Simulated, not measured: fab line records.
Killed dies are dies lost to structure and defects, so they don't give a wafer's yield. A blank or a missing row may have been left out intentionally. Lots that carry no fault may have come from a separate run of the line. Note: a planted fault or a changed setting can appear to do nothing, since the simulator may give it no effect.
Which of the tools did it? | flow n5 finfet | 24 lots with 72 wafers sampled at 2 steps, on a route of 1938 steps

== WHAT THE GAUGES READ, wafer by wafer ==
N5_MOL_CONTACT_COAG_CD_MEAS_84: the cd target is 25.1 nm.
lot  | measured     | on        | cd nm (nm)
L074 | day 5 02:37  | cd sem-01 | 25.29 25.02 25.38
L075 | day 5 06:07  | cd sem-02 | 24.97 25.30 24.80
L076 | day 5 09:36  | cd sem-03 | 24.95 25.42 25.24
L077 | day 5 20:04  | cd sem-02 | 25.31 25.16 25.24
L078 | day 5 20:59  | cd sem-02 | 25.58 25.08 24.69
L079 | day 6 08:28  | cd sem-02 | 25.52 25.19 25.27
L080 | day 6 17:11  | cd sem-02 | 25.16 25.45 25.97
L081 | day 7 00:59  | cd sem-02 | 25.23 25.24 25.20
L082 | day 7 10:55  | cd sem-03 | 25.12 24.91 24.98
L083 | day 7 17:24  | cd sem-02 | 25.12 25.85 25.08
L085 | day 7 17:59  | cd sem-01 | 25.22 24.89 25.23
L084 | day 7 20:55  | cd sem-01 | 24.90 25.14 24.97
L086 | day 8 05:12  | cd sem-03 | 24.87 24.57 24.94
L088 | day 8 17:00  | cd sem-02 | 24.94 25.86 25.12
L087 | day 8 18:40  | cd sem-03 | 25.28 25.17 25.33
L089 | day 9 03:41  | cd sem-02 | 24.86 25.30 24.92
L090 | day 9 12:36  | cd sem-02 | 24.76 25.34 25.34
L091 | day 9 17:41  | cd sem-03 | 24.90 25.21 25.09
L092 | day 10 04:07 | cd sem-01 | 24.87 25.09 24.99
L094 | day 10 04:39 | cd sem-01 | 25.30 24.55 25.05
L093 | day 10 06:58 | cd sem-02 | 24.96 24.88 25.30
L095 | day 10 12:31 | cd sem-02 | 25.21 24.80 25.00
L096 | day 10 16:19 | cd sem-02 | 24.62 25.01 25.21
L097 | day 11 02:49 | cd sem-01 | 25.04 25.09 25.12

N5_MOL_CONTACT_COAG_OVL_MEAS_41.
lot  | measured     | on         | VD_OVL (nm)
L074 | day 5 04:19  | overlay-01 | 0.3 -0.7 0.6
L075 | day 5 07:23  | overlay-01 | -1.0 -0.3 0.0
L076 | day 5 11:10  | overlay-01 | -0.1 0.6 0.5
L077 | day 5 21:22  | overlay-02 | 1.0 -0.4 0.3
L078 | day 5 22:23  | overlay-01 | 0.5 -0.3 -2.4
L079 | day 6 09:44  | overlay-02 | -0.6 -0.1 0.0
L080 | day 6 18:28  | overlay-02 | 0.1 0.5 -0.4
L081 | day 7 02:24  | overlay-01 | -2.1 -1.8 -0.4
L082 | day 7 12:20  | overlay-01 | -0.7 -1.0 0.2
L083 | day 7 18:41  | overlay-02 | 0.7 -0.1 -0.6
L085 | day 7 19:26  | overlay-01 | 0.5 0.9 1.5
L084 | day 8 02:44  | overlay-01 | -0.9 -0.3 -1.3
L086 | day 8 07:40  | overlay-01 | 1.1 0.6 -0.1
L088 | day 8 18:52  | overlay-01 | 0.8 0.7 0.2
L087 | day 8 20:25  | overlay-01 | -1.7 -1.4 -1.4
L089 | day 9 05:11  | overlay-02 | -1.4 -1.3 -0.7
L090 | day 9 14:42  | overlay-02 | 0.4 0.8 0.5
L091 | day 9 19:13  | overlay-02 | 1.0 0.6 -0.5
L092 | day 10 05:46 | overlay-02 | 0.9 0.9 0.0
L094 | day 10 06:20 | overlay-02 | 0.7 0.6 0.2
L093 | day 10 08:23 | overlay-01 | 0.0 0.7 0.0
L095 | day 10 13:58 | overlay-01 | -1.6 -1.1 -1.9
L096 | day 10 17:49 | overlay-02 | -0.6 0.1 -0.2
L097 | day 11 04:16 | overlay-02 | -0.2 0.3 0.4

== WHAT TOOL EACH LOT RAN ON (gives the tool, then ch and the chambers of the sampled wafers, and finally the start) ==
The record holds no process step before these readings.

== AS READ BY THE TOOLS THEMSELVES (means over the sampled wafers that have a number; for cases with no such wafer, the mark the record gives instead) ==
The record holds no such reading with a usual standard deviation.

== THE ANSWER, worked out from the rows above alone ==
Rule: the lots themselves supply what counts as usual. Put in order of their means at a reading, lots are off if they are a third of the lots or fewer, leave a main group of 4 or more, and stand apart from it by a gap of 3 or more times the standard deviation of the main group's means; of several such gaps the widest counts. The tables above print the reading to a certain number of digits; a main group whose means all agree to those digits is not used. A lot without any number at a reading at which 4 lots or more have one is off too. Where the step has rows for the other lots, those lots are counted as sound. The gauges are gone through in route order, then the tools' own readings, and for those a lot's mean is taken as printed above. The first step at which some lot is off is used, and at that step the reading that is off furthest; a lot without a number counts as furthest.
Nothing can be told from this: no lot is off at any reading shown.

== WHAT THE SIMULATOR HAD PUT IN ==
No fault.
